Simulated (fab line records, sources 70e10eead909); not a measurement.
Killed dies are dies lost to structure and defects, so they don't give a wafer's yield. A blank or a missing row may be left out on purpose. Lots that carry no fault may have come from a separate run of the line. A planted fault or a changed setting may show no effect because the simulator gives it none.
A lot that was struck, set against a sound lot / flow nand-harc / 13 steps out of a route of 1302
Sound: the wafers L557.1, L557.3, L557.5. Struck: wafers L554.3, L554.4, L554.6. The cause comes at the end.
Per side, at each step with rows, come the tool, then ch with its chambers, and then its first start. Under that, the readings that differ: sound wafers / struck wafers / difference of the means / sigmas: that difference in standard deviations of wafers without a fault.
alike: a reading whose means differ by less than 2 such deviations, as well as words and numbers matching on both sides. not compared: withheld readings; readings where some wafer has no value; bounds like >300 that might hide an equal value; numbers whose values overlap and for which the record gives no deviation.
The two part at a step that has a row with sigmas, a row that says differs or no value, or rows on one side only. When numbers do not overlap yet have no deviation, they are printed without sigmas and do not part them. A reading that every wafer of one side lacks parts them only if that side has two wafers or more.

first, 5 steps without rows for these wafers: NHARC_A_STAIRCASE_EBR_213; NHARC_A_STAIRCASE_EXPOSE_214 (exposes mask STAIR 3); NHARC_A_STAIRCASE_PEB_215 (peb time 130 s); NHARC_A_STAIRCASE_DEVELOP_216 (time 140 s); NHARC_A_STAIRCASE_HARDBAKE_218 (time 140 s).
NHARC_A_STAIRCASE_DESCUM_219: chemistry O2, time 3 s.
  sound on rie-diel-07 ch 0,1,2, day 20 04:49; struck on rie-diel-07 ch 1,2,3, day 18 21:13
  alike: drypump-motor-current-A, mfc-ar-sccm, oes-product-au, rf-vpp-V, showerhead-plenum-p-Torr, throttle-valve-pct
  not compared: rf-hours-counter-h
then, 2 steps without rows for these wafers: NHARC_A_STAIRCASE_TRIM_220 (chemistry O2, time 211.2 s); NHARC_A_STAIRCASE_ETCH_221 (etches the open film in C4F8/O2, target depth 100 nm, time 40.5 s).
NHARC_A_STAIRCASE_TRIM_222: chemistry O2, time 211.2 s.
  sound: rie-diel-07 ch 1,3; struck: rie-diel-07 ch 1,2,3
  alike: drypump-motor-current-A, mfc-ar-sccm, oes-product-au, rf-vpp-V, showerhead-plenum-p-Torr, throttle-valve-pct
  not compared: rf-hours-counter-h
NHARC_A_STAIRCASE_ETCH_223: etches the open film in C4F8/O2, target depth 100 nm, time 40.5 s.
  sound: rie-diel-07 ch 0,1,3; struck: rie-diel-07 ch 1,2
  alike: bias-w, chamber-pressure-mTorr, oes-product-au, rf-vpp-V
  not compared: rf-hours-counter-h
NHARC_A_STAIRCASE_TRIM_224: chemistry O2, time 211.2 s.
  sound: rie-diel-07 ch 1,2,3; struck: rie-diel-07 ch 0,1,2
  alike: drypump-motor-current-A, mfc-ar-sccm, oes-product-au, rf-vpp-V, showerhead-plenum-p-Torr, throttle-valve-pct
  not compared: rf-hours-counter-h
NHARC_A_STAIRCASE_ETCH_225: etches the open film in C4F8/O2, target depth 100 nm, time 40.5 s.
  sound on rie-diel-07 ch 1,3, day 20 05:31; struck on rie-diel-07 ch 0,2, day 18 21:55
  no value came back on the struck wafers for bias-w (W), chamber-pressure-mTorr (mTorr), oes-product-au (a.u.), rf-vpp-V (V); on the sound wafers bias-w (W) reads 999 1000 996
  not compared: rf-hours-counter-h
NHARC_A_STAIRCASE_TRIM_226: chemistry O2, time 211.2 s.
  sound: rie-diel-07 ch 1,2; struck: rie-diel-07 ch 2,3
  alike: drypump-motor-current-A, mfc-ar-sccm, oes-product-au, rf-vpp-V, showerhead-plenum-p-Torr, throttle-valve-pct
  not compared: rf-hours-counter-h

WHERE THEY PART
NHARC_A_STAIRCASE_ETCH_225 only, going by this record. Later steps at which nothing parts them and some readings are alike: NHARC_A_STAIRCASE_TRIM_226.

WHY: whatever the simulator had introduced
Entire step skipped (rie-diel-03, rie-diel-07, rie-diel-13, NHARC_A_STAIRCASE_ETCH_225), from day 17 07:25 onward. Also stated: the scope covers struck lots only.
